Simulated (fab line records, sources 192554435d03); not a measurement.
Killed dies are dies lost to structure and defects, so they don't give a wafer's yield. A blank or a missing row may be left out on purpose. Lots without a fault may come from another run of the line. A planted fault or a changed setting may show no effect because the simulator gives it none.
Split-lot experiment | flow n5_finfet | 7 lots, 39 wafers read, on a route of 1938 steps

THE SPLIT
At N5_MOL_CONTACT_COAG_SPUTTER_143 (material Co, target thk 2.5 nm), the setting target_thk_a was moved away from the recipe's 25 angstrom on 18 of the 39 wafers read, by -53.8% to +59.7%. The other wafers ran this setting at the recipe's value.

The reading is taken at the split's own step.

THE READING
Co_of_MOL_CONTACT_COAG_SPUTTER_143.thk_nm (the simulator's own value, which no gauge read), in nm, at N5_MOL_CONTACT_COAG_SPUTTER_143 (material Co, target thk 2.5 nm). The file gives no usual value for it. The 21 wafers here that ran the recipe average 2.4 nm, standard deviation 0.085 nm.

wafer  | tool, chamber at the split | target_thk_a as run, angstrom | against the recipe | Co_of_MOL_CONTACT_COAG_SPUTTER_143.thk_nm, nm | against lot-mates on the recipe
L074.1 | pvd_sputter-02, -          | 39.92                         | +59.7%             | 4                                             | +1.6
L074.3 | pvd_sputter-02, -          | 39.92                         | +59.7%             | 4                                             | +1.6
L074.6 | pvd_sputter-02, -          | 39.92                         | +59.7%             | 4                                             | +1.6
L074.2 | pvd_sputter-02, -          | 25                            | recipe             | 2.4                                           | -
L074.4 | pvd_sputter-02, -          | 25                            | recipe             | 2.4                                           | -
L074.5 | pvd_sputter-02, -          | 25                            | recipe             | 2.4                                           | -
L077.1 | pvd_sputter-02, -          | 25                            | recipe             | 2.4                                           | -
L077.4 | pvd_sputter-02, -          | 25                            | recipe             | 2.4                                           | -
L077.2 | pvd_sputter-02, -          | 32.89                         | +31.6%             | 3.2                                           | +0.9
L077.3 | pvd_sputter-02, -          | 32.89                         | +31.6%             | 3.2                                           | +0.9
L077.5 | pvd_sputter-02, -          | 32.89                         | +31.6%             | 3.2                                           | +0.9
L077.6 | pvd_sputter-02, -          | 25                            | recipe             | 2.2                                           | -
L079.1 | pvd_sputter-02, -          | 11.56                         | -53.8%             | 1                                             | -1.4
L079.2 | pvd_sputter-02, -          | 11.56                         | -53.8%             | 1                                             | -1.4
L079.6 | pvd_sputter-02, -          | 11.56                         | -53.8%             | 1                                             | -1.4
L079.3 | pvd_sputter-02, -          | 25                            | recipe             | 2.4                                           | -
L079.4 | pvd_sputter-02, -          | 25                            | recipe             | 2.4                                           | -
L079.5 | pvd_sputter-02, -          | 25                            | recipe             | 2.4                                           | -
L081.1 | pvd_sputter-02, -          | 15.08                         | -39.7%             | 1.4                                           | -1.0
L081.3 | pvd_sputter-02, -          | 15.08                         | -39.7%             | 1.4                                           | -1.0
L081.4 | pvd_sputter-02, -          | 15.08                         | -39.7%             | 1.4                                           | -1.0
L081.2 | pvd_sputter-02, -          | 25                            | recipe             | 2.4                                           | -
L081.5 | pvd_sputter-02, -          | 25                            | recipe             | 2.4                                           | -
L081.6 | pvd_sputter-02, -          | 25                            | recipe             | 2.4                                           | -
L083.2 | pvd_sputter-03, -          | 25                            | recipe             | 2.4                                           | -
L083.5 | pvd_sputter-03, -          | 25                            | recipe             | 2.4                                           | -
L083.6 | pvd_sputter-03, -          | 25                            | recipe             | 2.4                                           | -
L088.1 | pvd_sputter-03, -          | 25                            | recipe             | 2.4                                           | -
L088.2 | pvd_sputter-03, -          | 25                            | recipe             | 2.4                                           | -
L088.3 | pvd_sputter-03, -          | 25                            | recipe             | 2.4                                           | -
L088.4 | pvd_sputter-03, -          | 32.57                         | +30.3%             | 3.2                                           | +0.8
L088.5 | pvd_sputter-03, -          | 32.57                         | +30.3%             | 3.2                                           | +0.8
L088.6 | pvd_sputter-03, -          | 32.57                         | +30.3%             | 3.2                                           | +0.8
L090.1 | pvd_sputter-01, -          | 21.11                         | -15.6%             | 2.2                                           | -0.4
L090.3 | pvd_sputter-01, -          | 21.11                         | -15.6%             | 2.2                                           | -0.4
L090.5 | pvd_sputter-01, -          | 21.11                         | -15.6%             | 2.2                                           | -0.4
L090.2 | pvd_sputter-01, -          | 25                            | recipe             | 2.6                                           | -
L090.4 | pvd_sputter-01, -          | 25                            | recipe             | 2.6                                           | -
L090.6 | pvd_sputter-01, -          | 25                            | recipe             | 2.6                                           | -

THE FIT
A straight line over all 39 wafers: Co_of_MOL_CONTACT_COAG_SPUTTER_143.thk_nm changes by +0.0258 nm for each +1% of target_thk_a; r = +0.99; the points scatter about the line by 0.083 nm.
The same after taking each lot's own level away (the mean of its wafers on the recipe; 39 wafers): +0.0263 nm for each +1%; r = +1.00; scatter 0.031 nm.
On that fit, the largest move of target_thk_a shifts the reading by 1.6 nm.
The lots' own levels span 2.33 to 2.60 nm, that is 3.1 times the standard deviation above.
So the lot-to-lot level changes the slope little: the two slopes agree.
Check: with one of the wafers moved furthest among these (+59.7%) left out of the fit, the line predicts +1.58 nm for it against its lot-mates. It came out at +1.6 nm against them.

OTHER SPLITS ON THESE WAFERS
These wafers also went through other splits before the reading. Each is held against what the fit with the lots' levels taken away leaves over:
other split on the same wafers                    | wafers away from the commonest value | r with Co_of_MOL_CONTACT_COAG_SPUTTER_143.thk_nm (lot level and that fit taken away)
N5_PMOS_HMC_CHANNEL_EPI_DEVELOP_08 develop_time_s | 15                                   | -0.12
N5_FIN_SAQP_ETCH_65 time_s                        | 18                                   | -0.17
N5_SD_EPI_P_EPI_21 time_s                         | 18                                   | -0.05
N5_GATE_CUT_ETCH_58 target_depth_a                | 12                                   | +0.03

THE FILE'S OWN FIT
Co_of_MOL_CONTACT_COAG_SPUTTER_143.thk_nm changes by +0.0263 nm for each +1% of target_thk_a, r = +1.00.
